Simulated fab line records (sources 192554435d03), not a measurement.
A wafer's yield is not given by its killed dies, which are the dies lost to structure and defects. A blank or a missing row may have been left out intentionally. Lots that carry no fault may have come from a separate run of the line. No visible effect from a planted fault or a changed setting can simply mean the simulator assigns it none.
A lot that was struck, set against a sound lot ; flow n5-finfet ; 37 out of 1938 route steps
Sound: the wafers L798.2, L798.5, L798.6. Struck: wafer L794.4. (L794.5 of the same lot was not struck and is left out.) The cause comes at the end.
At each step with rows: each side's tool, then ch and its chambers, then its first start. Under that, the readings that differ: sound wafers ; struck wafers ; difference of the means ; sigmas: that difference in standard deviations of wafers without a fault.
alike: readings with means less than 2 such deviations apart, plus words and numbers identical on both sides. not compared: withheld readings, readings lacking a value on some wafer, bounds such as >300 that could conceal the same value, and numbers that have no deviation in the record and whose values overlap.
Wherever a step has rows on one side only, a row that says differs or no value, or a row with sigmas, the two part there. When numbers do not overlap yet have no deviation, they are printed without sigmas and do not part them. Lack of a reading on every wafer of one side parts them only where that side has two or more wafers.

first, 9 steps without rows for these wafers: N5_BEOL_M4_ANNEAL_95 (time 240 s); N5_BEOL_M4_SPUTTER_96 (material Cu, target thk 4.5 nm, time 8.29 s); N5_BEOL_M4_ECD_50 (material Cu, target thk 300 nm); N5_BEOL_M4_ANNEAL_51 (time 90 s); N5_BEOL_M4_CMP_52 (polishes, stops on SiOC, t overpolish 6.8 s, target thk 40 nm); N5_BEOL_M4_PRE_CLEAN_60 (time 15 s); N5_BEOL_M4_CO_CAP_55 (material Co, precursor CCTBA/H2, target thk 2 nm, time 102.1 s); N5_BEOL_M4_PRE_CLEAN_56 (time 15 s); N5_BEOL_M4_DEP_57 (deposits SiCN from 3MS/NH3, target thk 8 nm, time 14 s).
N5_BEOL_M4_RC_MEAS_101:
  sound on prober-01 ch 0, day 15 06:55; struck on prober-02 ch 0, day 13 06:30
  alike: DIBL_N, DIBL_P, IOFF_N, IOFF_P, ION_N, ION_P, SS_N, SS_P, VT_N, VT_P
N5_BEOL_M5_ILD_DEP_00: deposits SiCOH lowk from DEMS/porogen, target thk 140.64 nm, time 25.9 s.
  sound on pecvd-03 ch 0,2, day 15 07:44; struck on pecvd-02 ch 1, day 13 07:01
reading;sound;struck;difference;sigmas
model.SiCOH_lowk_of_BEOL_M5_ILD_DEP_00.thk-nm (nm);139.8 141.6 143;51;-90;
  alike: heater-power-w, showerhead-plenum-p-Torr, throttle-valve-pct
then, 1 step without rows for these wafers: N5_BEOL_M5_CURE_79 (cures SiCOH lowk, time 240 s).
N5_BEOL_M5_THK_MEAS_01:
  sound on film-metro-01 at day 15 08:18; struck on film-metro-02 at day 13 07:37
reading;sound;struck;difference;sigmas
M5_ILD_THK (nm);120.3 121.8 122.9;43.6;-78.1;-52
then, 22 steps without rows for these wafers: N5_BEOL_M5_PECVD_70 (deposits SiO2 from TEOS/O2, target thk 16 nm, time 18 s); N5_BEOL_M5_HM_DEP_02 (deposits TiN, target thk 20 nm); N5_BEOL_M5_COAT_59 (time 60 s, resist thk 60 nm); N5_BEOL_M5_COAT_60 (time 60 s, resist thk 12 nm); N5_BEOL_M5_COAT_71 (time 60 s, resist thk 5 nm); N5_BEOL_M5_COAT_05 (resist thk 30 nm); N5_BEOL_M5_EBR_07; N5_BEOL_M5_SOFTBAKE_06 (time 60 s); N5_BEOL_M5_EXPOSE_08 (exposes mask M5, target cd 28 nm); N5_BEOL_M5_PEB_09 (peb time 60 s); N5_BEOL_M5_DEVELOP_10 (develop time 30 s); N5_BEOL_M5_DESCUM_16 (chemistry O2, time 7 s); N5_BEOL_M5_ETCH_72 (etches underlayer in N2/H2, target depth 6.5 nm, time 5.2 s); N5_BEOL_M5_ETCH_61 (etches SiARC in CF4, target depth 15.6 nm, time 26 s); N5_BEOL_M5_ETCH_62 (etches SOC in N2/H2, target depth 75 nm, overetch 15 nm, time 112.5 s); N5_BEOL_M5_STRIP_63 (strips in N2/H2); N5_BEOL_M5_STRIP_73 (strips in N2/H2); N5_BEOL_M5_STRIP_64 (strips in CF4); N5_BEOL_M5_HM_OPEN_17 (chemistry Cl2/BCl3, target TiN, target depth 20 nm, overetch 6 nm); N5_BEOL_M5_STRIP_19 (strips in O2); N5_BEOL_M5_COAT_65 (time 60 s, resist thk 60 nm); N5_BEOL_M5_COAT_66 (time 60 s, resist thk 12 nm).
N5_BEOL_M5_CMP_52: polishes, stops on SiCOH lowk, t overpolish 6.9 s, target thk 62 nm.
  sound on cmp-04 ch 0,1, day 15 20:22; struck on cmp-04 ch 2, day 13 18:11
reading;sound;struck;difference;sigmas
model.SiCOH_lowk_of_BEOL_M5_ILD_DEP_00.thk-nm (nm);117.2 118.8 120;40.6;-78.1;
  alike: edge-zone-pressure-frac, motor-current-A, platen-rpm
-- the record jumps here: 4 days lie between the struck wafers' starts before and after (it left off in module BEOL_M5 and takes up again in module PASSIVATION, whose first step shown is number 1936 of the route) --
N5_PASSIVATION_PROBE_49:
  only the struck wafers here have rows in the record (prober-01, day 17 20:26); the sound ones have none

WHERE THEY PART
First at N5_BEOL_M5_THK_MEAS_01; last, within this record, at N5_PASSIVATION_PROBE_49.

WHY: what had been put in by the simulator
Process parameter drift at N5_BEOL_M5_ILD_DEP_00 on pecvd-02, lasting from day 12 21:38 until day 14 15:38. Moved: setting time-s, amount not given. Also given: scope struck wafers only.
